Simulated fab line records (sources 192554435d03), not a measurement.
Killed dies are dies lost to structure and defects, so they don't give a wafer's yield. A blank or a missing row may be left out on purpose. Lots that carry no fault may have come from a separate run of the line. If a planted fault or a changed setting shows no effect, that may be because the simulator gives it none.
Split-lot experiment	flow n5_finfet	on a route of 1938 steps: 7 lots, 21 wafers read

## ABOUT THE SPLIT
At N5_DUMMY_GATE_EXPOSE_12 (exposes mask GATE, target cd 25 nm), the setting dose_mj was moved away from the recipe's 34 on 8 of the 21 wafers read, by -7.2% to +7.1%. This setting was run at the recipe's value on the other wafers.

## FROM THE SPLIT TO THE READING: what the file shows between them, 2 steps
- N5_DUMMY_GATE_PEB_13: peb time 60 s
- N5_DUMMY_GATE_DEVELOP_14: develop time 30 s

## THE READING
Shown in nm: cd_nm at N5_DUMMY_GATE_CD_MEAS_15, with target cd 25.8 nm. A value of 24.99 nm with a standard deviation of 0.26 nm is what fault-free wafers of this fab line usually give.

wafer	tool, chamber at the split	dose_mj as run	against the recipe	cd_nm, nm	against lot-mates on the recipe
L078.2	euv_scanner-02, 0	34	recipe	25.32	-
L078.3	euv_scanner-02, 0	31.56	-7.2%	26.60	+1.28
L078.4	euv_scanner-02, 0	31.56	-7.2%	26.21	+0.89
L079.3	euv_scanner-01, 0	34	recipe	25.18	-
L079.4	euv_scanner-01, 0	34	recipe	24.85	-
L079.6	euv_scanner-01, 0	34	recipe	24.96	-
L085.2	euv_scanner-01, 0	35.9	+5.6%	24.12	-0.67
L085.3	euv_scanner-01, 0	35.9	+5.6%	23.69	-1.10
L085.6	euv_scanner-01, 0	34	recipe	24.79	-
L088.2	euv_scanner-01, 0	32.51	-4.4%	26.25	+1.13
L088.3	euv_scanner-01, 0	32.51	-4.4%	26.04	+0.92
L088.5	euv_scanner-01, 0	34	recipe	25.12	-
L089.1	euv_scanner-02, 0	34	recipe	24.88	-
L089.3	euv_scanner-02, 0	34	recipe	24.79	-
L089.5	euv_scanner-02, 0	34	recipe	25.39	-
L090.3	euv_scanner-01, 0	34	recipe	25.18	-
L090.5	euv_scanner-01, 0	36.42	+7.1%	24.07	-1.11
L090.6	euv_scanner-01, 0	36.42	+7.1%	23.84	-1.34
L093.2	euv_scanner-02, 0	34	recipe	24.87	-
L093.3	euv_scanner-02, 0	34	recipe	25.10	-
L093.5	euv_scanner-02, 0	34	recipe	24.94	-

FIT RESULTS
A straight line over all 21 wafers: cd_nm changes by -0.188 nm for each +1% of dose_mj; r = -0.96; the points scatter about the line by 0.23 nm.
The same after taking each lot's own level away (the mean of its wafers on the recipe; 21 wafers): -0.17 nm for each +1%; r = -0.96; scatter 0.19 nm.
Per that fit: largest dose_mj move, reading shift of 1.2 nm.
The span of the lots' own levels, 24.790 to 25.320 nm, comes to 2.0 times the standard deviation stated above.
So the lot-to-lot level changes the slope: the two fits differ.
Check: +1.23 nm against its lot-mates is what the line predicts for one of the wafers moved furthest among these (-7.2%) when that wafer is left out of the fit. It came out at +1.28 nm against them.

## ADDITIONAL SPLITS CARRIED BY THESE WAFERS
Other splits were also applied to these wafers ahead of the reading. Each is held against what the fit with the lots' levels taken away leaves over:
other split on the same wafers	wafers away from the commonest value	r with cd_nm (lot level and that fit taken away)
N5_ZERO_LAYER_PECVD_02 time_s	7	-0.26
N5_FIN_SAQP_SPACER1_ALD_24 ald_cycles	8	-0.17
N5_FIN_SAQP_ETCH_65 time_s	5	-0.24
N5_DUMMY_GATE_HM_DEP_06 time_s	15	+0.29

## THE WHOLE CHAIN: every reading that the file lists as answering this split, in the file's order
step	what it does	reading	change (the file's fit)	r (the file's)
N5_DUMMY_GATE_CD_MEAS_15	target cd 25.8 nm	cd_nm	-0.17 nm for each +1% of the setting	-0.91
N5_DUMMY_GATE_TRIM_49	chemistry O2, time 29 s, target cd 14 nm	DUMMY_GATE.cd_nm (the simulator's own value, which no gauge read)	-0.178 nm for each +1% of the setting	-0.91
N5_DUMMY_GATE_ETCH_42	etches SiO2 in CHF3/O2, target depth 3.5 nm, time 31 s	DUMMY_GATE.cd_nm (the simulator's own value, which no gauge read)	-0.17 nm for each +1% of the setting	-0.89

## THE FILE'S OWN FIT
cd_nm changes by -0.17 nm for each +1% of dose_mj, r = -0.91.
